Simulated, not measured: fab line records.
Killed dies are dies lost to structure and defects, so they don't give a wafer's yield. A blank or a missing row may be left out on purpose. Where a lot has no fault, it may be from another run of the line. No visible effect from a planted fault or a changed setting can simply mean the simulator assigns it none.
Which of the tools did it? + flow nand-harc + 12 lots (36 wafers sampled), 1 step of a 1302-step route

## WHAT EACH GAUGE READ, for each wafer
NHARC_A_M1_CD_MEAS_16.
| lot  | measured     | on        | cd-nm (nm)        |
|------|--------------|-----------|-------------------|
| L681 | day 23 03:47 | cd-sem-01 | 120.7 120.2 120.0 |
| L683 | day 23 18:40 | cd-sem-03 | 120.5 120.9 118.7 |
| L684 | day 23 23:26 | cd-sem-03 | 120.7 120.5 122.1 |
| L685 | day 24 01:34 | cd-sem-02 | 120.4 120.6 120.3 |
| L687 | day 25 06:22 | cd-sem-03 | 118.2 119.9 121.4 |
| L688 | day 26 07:08 | cd-sem-01 | 117.7 119.8 119.4 |
| L695 | day 28 15:22 | cd-sem-03 | 120.1 119.5 120.1 |
| L696 | day 28 19:12 | cd-sem-03 | 120.8 118.5 118.2 |
| L699 | day 30 07:10 | cd-sem-02 | 117.6 119.2 118.0 |
| L700 | day 31 05:09 | cd-sem-03 | 120.8 119.3 117.8 |
| L702 | day 31 10:20 | cd-sem-02 | 118.4 119.2 118.6 |
| L703 | day 31 13:00 | cd-sem-01 | 118.9 119.7 119.6 |

## WHICH TOOL RAN EACH LOT (tool, then ch and the chambers of the sampled wafers, then the start)
No process step before these readings appears in the record.

## AS READ BY THE TOOLS THEMSELVES (means over the sampled wafers that have a number; for cases with no such wafer, the mark the record gives instead)
The record holds no such reading with a usual standard deviation.

## THE ANSWER, worked out from the rows above alone
Rule: usual is defined by the lots themselves. Put in order of their means at a reading, lots are off if they are a third of the lots or fewer, leave a main group of 4 or more, and stand apart from it by a gap of 3 or more times the standard deviation of the main group's means; of several such gaps the widest counts. Not used: any main group whose means are identical at the precision the tables above print for the reading. Also off: a lot with no number at a reading for which 4 or more lots have one. Any other lot the step has rows for is counted as sound. First the gauges in route order, then the tools' own readings, where a lot's mean is used as printed above. The first step at which some lot is off is used, and at that step the reading that is off furthest; a lot without a number counts as furthest.
No lot is off at any reading shown: from this, nothing can be told.

## WHAT HAD BEEN PUT IN BY THE SIMULATOR
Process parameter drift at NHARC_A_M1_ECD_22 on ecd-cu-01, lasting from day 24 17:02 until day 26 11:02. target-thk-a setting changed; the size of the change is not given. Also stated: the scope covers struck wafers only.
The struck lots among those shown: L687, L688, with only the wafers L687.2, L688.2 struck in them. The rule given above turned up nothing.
